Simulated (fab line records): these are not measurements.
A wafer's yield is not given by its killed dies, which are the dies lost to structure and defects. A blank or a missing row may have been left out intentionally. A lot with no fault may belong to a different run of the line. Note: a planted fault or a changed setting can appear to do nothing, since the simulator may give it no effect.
The tool behind it: which one? / flow nand-harc / Sampling: 14 lots, 42 wafers, 4 of 1302 route steps

WHAT THE GAUGES READ, wafer by wafer
No reading from a measuring or inspecting step in the record can be judged against a usual standard deviation.

WHAT TOOL EACH LOT RAN ON (gives the tool, then ch and the chambers of the sampled wafers, and finally the start)
lot=L367; NHARC_A_CHANNEL_HOLE_D1_ETCH_20=har-etch-02 ch 0,1, day 8 18:25; NHARC_A_CHANNEL_HOLE_D1_STRIP_27=rie-diel-05 ch 0,1,2, day 10 17:08 or earlier; NHARC_A_CHANNEL_FILL_D1_ALD_25=ald-hk-03 ch 0,3, day 10 17:08; NHARC_A_DECK1_JOINT_ANNEAL_28=furnace-06 ch 0, day 12 10:27
lot=L368; NHARC_A_CHANNEL_HOLE_D1_ETCH_20=har-etch-01 ch 1, day 8 21:44; NHARC_A_CHANNEL_HOLE_D1_STRIP_27=rie-diel-12 ch 1,2,3, day 10 17:46 or earlier; NHARC_A_CHANNEL_FILL_D1_ALD_25=ald-hk-01 ch 0,1,2, day 10 17:46; NHARC_A_DECK1_JOINT_ANNEAL_28=furnace-06 ch 0, day 12 10:27
lot=L369; NHARC_A_CHANNEL_HOLE_D1_ETCH_20=har-etch-02 ch 0,1, day 9 10:56; NHARC_A_CHANNEL_HOLE_D1_STRIP_27=rie-diel-05 ch 0,1,2, day 11 08:59 or earlier; NHARC_A_CHANNEL_FILL_D1_ALD_25=ald-hk-03 ch 0,1,2, day 11 08:59; NHARC_A_DECK1_JOINT_ANNEAL_28=furnace-06 ch 0, day 13 06:31
lot=L370; NHARC_A_CHANNEL_HOLE_D1_ETCH_20=har-etch-01 ch 0,1, day 10 02:02; NHARC_A_CHANNEL_HOLE_D1_STRIP_27=rie-diel-08 ch 0,2,3, day 11 22:42 or earlier; NHARC_A_CHANNEL_FILL_D1_ALD_25=ald-hk-03 ch 1,2,3, day 11 22:42; NHARC_A_DECK1_JOINT_ANNEAL_28=furnace-06 ch 0, day 13 13:58
lot=L378; NHARC_A_CHANNEL_HOLE_D1_ETCH_20=har-etch-01 ch 0,1, day 13 00:14; NHARC_A_CHANNEL_HOLE_D1_STRIP_27=rie-diel-08 ch 1,2,3, day 14 20:47 or earlier; NHARC_A_CHANNEL_FILL_D1_ALD_25=ald-hk-03 ch 0,1,2, day 14 20:47; NHARC_A_DECK1_JOINT_ANNEAL_28=furnace-08, day 16 10:15
lot=L379; NHARC_A_CHANNEL_HOLE_D1_ETCH_20=har-etch-02 ch 0,1, day 13 14:52; NHARC_A_CHANNEL_HOLE_D1_STRIP_27=rie-diel-08 ch 0,1,2, day 15 08:40 or earlier; NHARC_A_CHANNEL_FILL_D1_ALD_25=ald-hk-03 ch 0,1,3, day 15 08:40; NHARC_A_DECK1_JOINT_ANNEAL_28=furnace-01, day 16 23:35
lot=L383; NHARC_A_CHANNEL_HOLE_D1_ETCH_20=har-etch-02 ch 0,1, day 15 09:56; NHARC_A_CHANNEL_HOLE_D1_STRIP_27=rie-diel-12 ch 0,1,3, day 17 03:26 or earlier; NHARC_A_CHANNEL_FILL_D1_ALD_25=ald-hk-02 ch 0,2,3, day 17 03:26; NHARC_A_DECK1_JOINT_ANNEAL_28=furnace-08 ch 0, day 18 19:49
lot=L384; NHARC_A_CHANNEL_HOLE_D1_ETCH_20=har-etch-02 ch 0,1, day 15 22:10; NHARC_A_CHANNEL_HOLE_D1_STRIP_27=rie-diel-12 ch 0,1,2, day 17 16:37 or earlier; NHARC_A_CHANNEL_FILL_D1_ALD_25=ald-hk-02 ch 0,1,2, day 17 16:37; NHARC_A_DECK1_JOINT_ANNEAL_28=furnace-08 ch 0, day 19 07:51
lot=L385; NHARC_A_CHANNEL_HOLE_D1_ETCH_20=har-etch-02 ch 0,1, day 16 09:56; NHARC_A_CHANNEL_HOLE_D1_STRIP_27=rie-diel-12 ch 0,1,3, day 18 11:09 or earlier; NHARC_A_CHANNEL_FILL_D1_ALD_25=ald-hk-03 ch 0,2,3, day 18 11:09; NHARC_A_DECK1_JOINT_ANNEAL_28=furnace-01 ch 0, day 20 02:20
lot=L386; NHARC_A_CHANNEL_HOLE_D1_ETCH_20=har-etch-02 ch 0,1, day 16 16:42; NHARC_A_CHANNEL_HOLE_D1_STRIP_27=rie-diel-08 ch 0,1,3, day 18 13:38 or earlier; NHARC_A_CHANNEL_FILL_D1_ALD_25=ald-hk-02 ch 1,2, day 18 13:38; NHARC_A_DECK1_JOINT_ANNEAL_28=furnace-01 ch 0, day 20 02:20
lot=L387; NHARC_A_CHANNEL_HOLE_D1_ETCH_20=har-etch-01 ch 0, day 17 01:55; NHARC_A_CHANNEL_HOLE_D1_STRIP_27=rie-diel-05 ch 0,2, day 18 20:29 or earlier; NHARC_A_CHANNEL_FILL_D1_ALD_25=ald-hk-03 ch 1,2,3, day 18 20:29; NHARC_A_DECK1_JOINT_ANNEAL_28=furnace-08 ch 0, day 20 23:57
lot=L388; NHARC_A_CHANNEL_HOLE_D1_ETCH_20=har-etch-01 ch 0,1, day 17 10:17; NHARC_A_CHANNEL_HOLE_D1_STRIP_27=rie-diel-08 ch 0,1,2, day 19 04:43 or earlier; NHARC_A_CHANNEL_FILL_D1_ALD_25=ald-hk-02 ch 0,1,3, day 19 04:43; NHARC_A_DECK1_JOINT_ANNEAL_28=furnace-08 ch 0, day 20 23:57
lot=L389; NHARC_A_CHANNEL_HOLE_D1_ETCH_20=har-etch-02 ch 0,1, day 17 13:49; NHARC_A_CHANNEL_HOLE_D1_STRIP_27=rie-diel-08 ch 0,3, day 19 15:50 or earlier; NHARC_A_CHANNEL_FILL_D1_ALD_25=ald-hk-01 ch 0,1,2, day 19 15:50; NHARC_A_DECK1_JOINT_ANNEAL_28=furnace-06 ch 0, day 21 10:38
lot=L390; NHARC_A_CHANNEL_HOLE_D1_ETCH_20=har-etch-02 ch 0,1, day 17 23:37; NHARC_A_CHANNEL_HOLE_D1_STRIP_27=rie-diel-08 ch 0,2,3, day 19 15:44 or earlier; NHARC_A_CHANNEL_FILL_D1_ALD_25=ald-hk-02 ch 0,1,3, day 19 15:44; NHARC_A_DECK1_JOINT_ANNEAL_28=furnace-06 ch 0, day 21 10:38
- NHARC_A_CHANNEL_HOLE_D1_ETCH_20: etches the open film in C4F8/O2/Ar, time 361.9 s, target depth 1600 nm.
- NHARC_A_CHANNEL_HOLE_D1_STRIP_27: strips in O2.
- NHARC_A_CHANNEL_FILL_D1_ALD_25: deposits SiOx, target thk 60 nm, pulse time 10 s, ald cycles 600.
- NHARC_A_DECK1_JOINT_ANNEAL_28: time 1800 s.

WHAT THE TOOLS THEMSELVES READ (means of the sampled wafers that have a number; where no wafer has one, the mark that the record gives instead)
NHARC_A_CHANNEL_HOLE_D1_ETCH_20. Usual: c4f8-flow-sccm 89.31 sccm, standard deviation 0.25; drypump-motor-current-A 5.85 A, standard deviation 0.11; showerhead-plenum-p-Torr 3.61 Torr, standard deviation 0.13; temp-c -20.00 C, standard deviation 0.093; throttle-valve-pct 32.154 %, standard deviation 0.009.
lot=L367; tool=har-etch-02; c4f8-flow-sccm (sccm)=89.51; drypump-motor-current-A (A)=5.93; showerhead-plenum-p-Torr (Torr)=3.54; temp-c (C)=-19.96; throttle-valve-pct (%)=32.157; flag=
lot=L368; tool=har-etch-01; c4f8-flow-sccm (sccm)=89.36; drypump-motor-current-A (A)=5.66; showerhead-plenum-p-Torr (Torr)=3.71; temp-c (C)=-19.92; throttle-valve-pct (%)=32.153; flag=
lot=L369; tool=har-etch-02; c4f8-flow-sccm (sccm)=89.25; drypump-motor-current-A (A)=5.94; showerhead-plenum-p-Torr (Torr)=3.53; temp-c (C)=-20.04; throttle-valve-pct (%)=32.157; flag=
lot=L370; tool=har-etch-01; c4f8-flow-sccm (sccm)=89.43; drypump-motor-current-A (A)=5.71; showerhead-plenum-p-Torr (Torr)=3.71; temp-c (C)=-20.03; throttle-valve-pct (%)=32.147; flag=
lot=L378; tool=har-etch-01; c4f8-flow-sccm (sccm)=88.93; drypump-motor-current-A (A)=5.79; showerhead-plenum-p-Torr (Torr)=3.69; temp-c (C)=-20.07; throttle-valve-pct (%)=32.160; flag=
lot=L379; tool=har-etch-02; c4f8-flow-sccm (sccm)=89.49; drypump-motor-current-A (A)=5.91; showerhead-plenum-p-Torr (Torr)=3.50; temp-c (C)=-20.08; throttle-valve-pct (%)=32.149; flag=
lot=L383; tool=har-etch-02; c4f8-flow-sccm (sccm)=89.54; drypump-motor-current-A (A)=5.94; showerhead-plenum-p-Torr (Torr)=3.49; temp-c (C)=-20.02; throttle-valve-pct (%)=32.159; flag=
lot=L384; tool=har-etch-02; c4f8-flow-sccm (sccm)=89.23; drypump-motor-current-A (A)=5.91; showerhead-plenum-p-Torr (Torr)=3.49; temp-c (C)=-19.95; throttle-valve-pct (%)=32.143; flag=
lot=L385; tool=har-etch-02; c4f8-flow-sccm (sccm)=89.36; drypump-motor-current-A (A)=5.93; showerhead-plenum-p-Torr (Torr)=3.48; temp-c (C)=-19.97; throttle-valve-pct (%)=32.157; flag=
lot=L386; tool=har-etch-02; c4f8-flow-sccm (sccm)=89.55; drypump-motor-current-A (A)=5.93; showerhead-plenum-p-Torr (Torr)=3.48; temp-c (C)=-19.99; throttle-valve-pct (%)=32.164; flag=
lot=L387; tool=har-etch-01; c4f8-flow-sccm (sccm)=88.94; drypump-motor-current-A (A)=5.79; showerhead-plenum-p-Torr (Torr)=3.67; temp-c (C)=-20.12; throttle-valve-pct (%)=32.158; flag=
lot=L388; tool=har-etch-01; c4f8-flow-sccm (sccm)=89.45; drypump-motor-current-A (A)=5.71; showerhead-plenum-p-Torr (Torr)=3.65; temp-c (C)=-20.04; throttle-valve-pct (%)=32.156; flag=
lot=L389; tool=har-etch-02; c4f8-flow-sccm (sccm)=89.21; drypump-motor-current-A (A)=5.92; showerhead-plenum-p-Torr (Torr)=3.93; temp-c (C)=-19.95; throttle-valve-pct (%)=32.148; flag=
lot=L390; tool=har-etch-02; c4f8-flow-sccm (sccm)=89.34; drypump-motor-current-A (A)=5.93; showerhead-plenum-p-Torr (Torr)=3.93; temp-c (C)=-20.01; throttle-valve-pct (%)=32.145; flag=

NHARC_A_CHANNEL_HOLE_D1_STRIP_27. Usual: drypump-motor-current-A 5.7 A, standard deviation 0.38; oes-product-au 1.000 a.u., standard deviation 0.0094; rf-vpp-V 57.6 V, standard deviation 0.94; showerhead-plenum-p-Torr 3.49 Torr, standard deviation 0.16; throttle-valve-pct 17.035 %, standard deviation 0.0095.
lot=L367; tool=rie-diel-05; drypump-motor-current-A (A)=5.7; oes-product-au (a.u.)=1.001; rf-vpp-V (V)=57.8; showerhead-plenum-p-Torr (Torr)=3.48; throttle-valve-pct (%)=17.036; flag=
lot=L368; tool=rie-diel-12; drypump-motor-current-A (A)=6.0; oes-product-au (a.u.)=1.013; rf-vpp-V (V)=57.2; showerhead-plenum-p-Torr (Torr)=3.52; throttle-valve-pct (%)=17.034; flag=
lot=L369; tool=rie-diel-05; drypump-motor-current-A (A)=5.8; oes-product-au (a.u.)=1.001; rf-vpp-V (V)=57.3; showerhead-plenum-p-Torr (Torr)=3.48; throttle-valve-pct (%)=17.027; flag=
lot=L370; tool=rie-diel-08; drypump-motor-current-A (A)=5.4; oes-product-au (a.u.)=1.001; rf-vpp-V (V)=57.1; showerhead-plenum-p-Torr (Torr)=3.55; throttle-valve-pct (%)=17.037; flag=
lot=L378; tool=rie-diel-08; drypump-motor-current-A (A)=5.8; oes-product-au (a.u.)=0.997; rf-vpp-V (V)=58.2; showerhead-plenum-p-Torr (Torr)=3.40; throttle-valve-pct (%)=17.031; flag=
lot=L379; tool=rie-diel-08; drypump-motor-current-A (A)=5.6; oes-product-au (a.u.)=1.004; rf-vpp-V (V)=58.0; showerhead-plenum-p-Torr (Torr)=3.54; throttle-valve-pct (%)=17.039; flag=
lot=L383; tool=rie-diel-12; drypump-motor-current-A (A)=6.2; oes-product-au (a.u.)=1.004; rf-vpp-V (V)=57.6; showerhead-plenum-p-Torr (Torr)=3.44; throttle-valve-pct (%)=17.030; flag=
lot=L384; tool=rie-diel-12; drypump-motor-current-A (A)=6.0; oes-product-au (a.u.)=1.006; rf-vpp-V (V)=57.7; showerhead-plenum-p-Torr (Torr)=3.51; throttle-valve-pct (%)=17.036; flag=
lot=L385; tool=rie-diel-12; drypump-motor-current-A (A)=6.2; oes-product-au (a.u.)=0.998; rf-vpp-V (V)=58.1; showerhead-plenum-p-Torr (Torr)=3.44; throttle-valve-pct (%)=17.039; flag=
lot=L386; tool=rie-diel-08; drypump-motor-current-A (A)=5.7; oes-product-au (a.u.)=1.005; rf-vpp-V (V)=57.4; showerhead-plenum-p-Torr (Torr)=3.45; throttle-valve-pct (%)=17.027; flag=
lot=L387; tool=rie-diel-05; drypump-motor-current-A (A)=5.5; oes-product-au (a.u.)=0.988; rf-vpp-V (V)=57.4; showerhead-plenum-p-Torr (Torr)=3.51; throttle-valve-pct (%)=17.036; flag=
lot=L388; tool=rie-diel-08; drypump-motor-current-A (A)=5.6; oes-product-au (a.u.)=0.995; rf-vpp-V (V)=57.7; showerhead-plenum-p-Torr (Torr)=3.54; throttle-valve-pct (%)=17.040; flag=
lot=L389; tool=rie-diel-08; drypump-motor-current-A (A)=5.5; oes-product-au (a.u.)=1.004; rf-vpp-V (V)=56.1; showerhead-plenum-p-Torr (Torr)=3.45; throttle-valve-pct (%)=17.031; flag=
lot=L390; tool=rie-diel-08; drypump-motor-current-A (A)=5.4; oes-product-au (a.u.)=0.998; rf-vpp-V (V)=58.4; showerhead-plenum-p-Torr (Torr)=3.54; throttle-valve-pct (%)=17.035; flag=

NHARC_A_CHANNEL_FILL_D1_ALD_25. Usual: heater-power-w 454 W, standard deviation 40; precursor-pulse-height-rel 1.000, standard deviation 0.019.
lot=L367; tool=ald-hk-03; heater-power-w (W)=456; precursor-pulse-height-rel=1.007; flag=
lot=L368; tool=ald-hk-01; heater-power-w (W)=464; precursor-pulse-height-rel=0.981; flag=
lot=L369; tool=ald-hk-03; heater-power-w (W)=466; precursor-pulse-height-rel=0.998; flag=
lot=L370; tool=ald-hk-03; heater-power-w (W)=433; precursor-pulse-height-rel=1.007; flag=
lot=L378; tool=ald-hk-03; heater-power-w (W)=474; precursor-pulse-height-rel=1.008; flag=
lot=L379; tool=ald-hk-03; heater-power-w (W)=433; precursor-pulse-height-rel=1.000; flag=
lot=L383; tool=ald-hk-02; heater-power-w (W)=438; precursor-pulse-height-rel=0.997; flag=
lot=L384; tool=ald-hk-02; heater-power-w (W)=437; precursor-pulse-height-rel=1.006; flag=
lot=L385; tool=ald-hk-03; heater-power-w (W)=460; precursor-pulse-height-rel=0.985; flag=
lot=L386; tool=ald-hk-02; heater-power-w (W)=473; precursor-pulse-height-rel=1.017; flag=
lot=L387; tool=ald-hk-03; heater-power-w (W)=442; precursor-pulse-height-rel=0.998; flag=
lot=L388; tool=ald-hk-02; heater-power-w (W)=463; precursor-pulse-height-rel=1.015; flag=
lot=L389; tool=ald-hk-01; heater-power-w (W)=472; precursor-pulse-height-rel=1.009; flag=
lot=L390; tool=ald-hk-02; heater-power-w (W)=462; precursor-pulse-height-rel=0.988; flag=

NHARC_A_DECK1_JOINT_ANNEAL_28. Usual: densification-p-h2o-torr 639.9 Torr, standard deviation 1.1; ramp-up-c-per-min 9.9998, standard deviation 0.0018.
lot=L367; tool=furnace-06; densification-p-h2o-torr (Torr)=640.2; ramp-up-c-per-min=9.9992; flag=
lot=L368; tool=furnace-06; densification-p-h2o-torr (Torr)=641.6; ramp-up-c-per-min=9.9995; flag=
lot=L369; tool=furnace-06; densification-p-h2o-torr (Torr)=640.2; ramp-up-c-per-min=9.9984; flag=
lot=L370; tool=furnace-06; densification-p-h2o-torr (Torr)=641.1; ramp-up-c-per-min=9.9995; flag=
lot=L378; tool=furnace-08; densification-p-h2o-torr (Torr)=-; ramp-up-c-per-min=-; flag=OFF
lot=L379; tool=furnace-01; densification-p-h2o-torr (Torr)=-; ramp-up-c-per-min=-; flag=OFF
lot=L383; tool=furnace-08; densification-p-h2o-torr (Torr)=640.4; ramp-up-c-per-min=10.0013; flag=
lot=L384; tool=furnace-08; densification-p-h2o-torr (Torr)=638.8; ramp-up-c-per-min=10.0006; flag=
lot=L385; tool=furnace-01; densification-p-h2o-torr (Torr)=639.8; ramp-up-c-per-min=9.9992; flag=
lot=L386; tool=furnace-01; densification-p-h2o-torr (Torr)=638.8; ramp-up-c-per-min=10.0007; flag=
lot=L387; tool=furnace-08; densification-p-h2o-torr (Torr)=640.5; ramp-up-c-per-min=9.9997; flag=
lot=L388; tool=furnace-08; densification-p-h2o-torr (Torr)=641.2; ramp-up-c-per-min=10.0009; flag=
lot=L389; tool=furnace-06; densification-p-h2o-torr (Torr)=640.0; ramp-up-c-per-min=9.9996; flag=
lot=L390; tool=furnace-06; densification-p-h2o-torr (Torr)=640.4; ramp-up-c-per-min=9.9999; flag=

THE ANSWER, worked out from the rows above alone
Rule: lot off if the mean of its wafers having a number is beyond 3 standard deviations from the usual mean. Also off: a lot with no number at a reading for which 4 or more lots have one. Any other lot the step has rows for is counted as sound. First the gauges in route order, then the tools' own readings, where a lot's mean is used as printed above. The first step at which some lot is off is used, and at that step the reading that is off furthest; a lot without a number counts as furthest.
Off: L378, L379 (NHARC_A_DECK1_JOINT_ANNEAL_28, densification-p-h2o-torr). Without a number there: L378, L379.
If a tool, at that step or one of the process steps before it, ran each lot that is off and ran no sound lot following the first of them, it fits. NHARC_A_CHANNEL_HOLE_D1_STRIP_27: start missing for some lots; hours and lot order therefore follow NHARC_A_CHANNEL_FILL_D1_ALD_25. Of those tried, none fits.

WHAT THE SIMULATOR HAD INSERTED
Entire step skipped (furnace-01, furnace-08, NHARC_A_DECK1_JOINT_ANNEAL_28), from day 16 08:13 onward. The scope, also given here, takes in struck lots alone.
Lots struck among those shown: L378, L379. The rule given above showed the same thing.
